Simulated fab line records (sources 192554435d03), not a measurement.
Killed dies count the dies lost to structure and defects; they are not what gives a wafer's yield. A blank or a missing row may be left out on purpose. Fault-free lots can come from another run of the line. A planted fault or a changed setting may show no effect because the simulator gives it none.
Which tool is to blame?	flow n5-finfet	30 wafers from 10 lots sampled at 4 of the route's 1938 steps

== WHAT THE GAUGES READ, wafer by wafer ==
N5_MOL_CONTACT_COAG_OVL_MEAS_41.
lot	measured	on	VD_OVL (nm)
L275	day 5 16:58	overlay-01	0.7 0.6 0.9
L276	day 6 02:52	overlay-01	-0.4 -0.9 0.7
L277	day 6 13:55	overlay-02	0.7 -0.5 0.2
L278	day 6 14:52	overlay-02	-0.5 -1.2 0.1
L280	day 6 21:26	overlay-02	1.1 0.9 -0.2
L284	day 7 20:52	overlay-01	-1.4 -0.4 -1.0
L285	day 8 03:45	overlay-02	-0.9 0.2 0.5
L291	day 9 14:41	overlay-02	-0.5 0.6 -0.2
L293	day 10 03:06	overlay-02	-0.6 -0.8 -0.5
L296	day 11 00:17	overlay-02	0.7 -0.7 -0.2

== TOOL THAT RAN EACH LOT (tool first, then ch and the chambers of the sampled wafers, then the start) ==
lot	N5_MOL_CONTACT_COAG_ALD_123	N5_MOL_CONTACT_COAG_ETCHBACK_135	N5_MOL_CONTACT_COAG_COAT_64
L275	ald-sin-03 ch 1,2, day 5 14:24	rie-diel-01 ch 0,1,2, day 5 16:15	litho-track-01 ch 0, day 5 16:40
L276	ald-sin-03 ch 0,1,2, day 6 00:00	rie-diel-02 ch 1,2, day 6 02:00	litho-track-04 ch 0, day 6 02:25
L277	ald-sin-04 ch 0,1,3, day 6 11:19	rie-diel-01 ch 0,1,2, day 6 12:52	litho-track-04 ch 0, day 6 13:29
L278	ald-sin-04 ch 2,3, day 6 12:23	rie-diel-02 ch 0,1,3, day 6 14:01	litho-track-04 ch 0, day 6 14:26
L280	ald-sin-04 ch 1,3, day 6 19:01	rie-diel-01 ch 0,1,3, day 6 20:35	litho-track-04 ch 0, day 6 21:00
L284	ald-sin-04 ch 1,2,3, day 7 18:22	rie-diel-04 ch 0,1,3, day 7 20:00	litho-track-01 ch 0, day 7 20:25
L285	ald-sin-02 ch 0,1,3, day 8 01:23	rie-diel-01 ch 0,2,3, day 8 02:54	litho-track-04 ch 0, day 8 03:19
L291	ald-sin-03 ch 0,1,3, day 9 11:59	rie-diel-02 ch 0,1,3, day 9 13:50	litho-track-01 ch 0, day 9 14:15
L293	ald-sin-04 ch 0,1,2, day 10 00:44	rie-diel-04 ch 0,1,3, day 10 02:16	litho-track-01 ch 0, day 10 02:40
L296	ald-sin-03 ch 0,1, day 10 21:45	rie-diel-01 ch 2,3, day 10 23:26	litho-track-04 ch 0, day 10 23:51
- N5_MOL_CONTACT_COAG_ALD_123: deposits SiNx, target thk 5 nm, pulse time 1 s, purge time 2 s.
- N5_MOL_CONTACT_COAG_ETCHBACK_135: etches SiO2 in CHF3, target depth 25 nm, time 16.7 s.
- N5_MOL_CONTACT_COAG_COAT_64: time 60 s, resist thk 10 nm.

== THE ANSWER, worked out from the rows above alone ==
Rule: what is usual is taken from the lots themselves. The widest of any qualifying gaps counts: lots, ordered by their means at a reading, are off when they make up no more than a third of the lots, leave a main group of 4 or more, and stand apart from it by 3 or more times the standard deviation of that group's means. If all means in a main group match to the digits the tables above print for the reading, that group is not used. A lot without any number at a reading at which 4 lots or more have one is off too. Any other lot the step has rows for is counted as sound.
None of the lots is off at any reading shown; this tells nothing.

== WHAT THE SIMULATOR PUT IN ==
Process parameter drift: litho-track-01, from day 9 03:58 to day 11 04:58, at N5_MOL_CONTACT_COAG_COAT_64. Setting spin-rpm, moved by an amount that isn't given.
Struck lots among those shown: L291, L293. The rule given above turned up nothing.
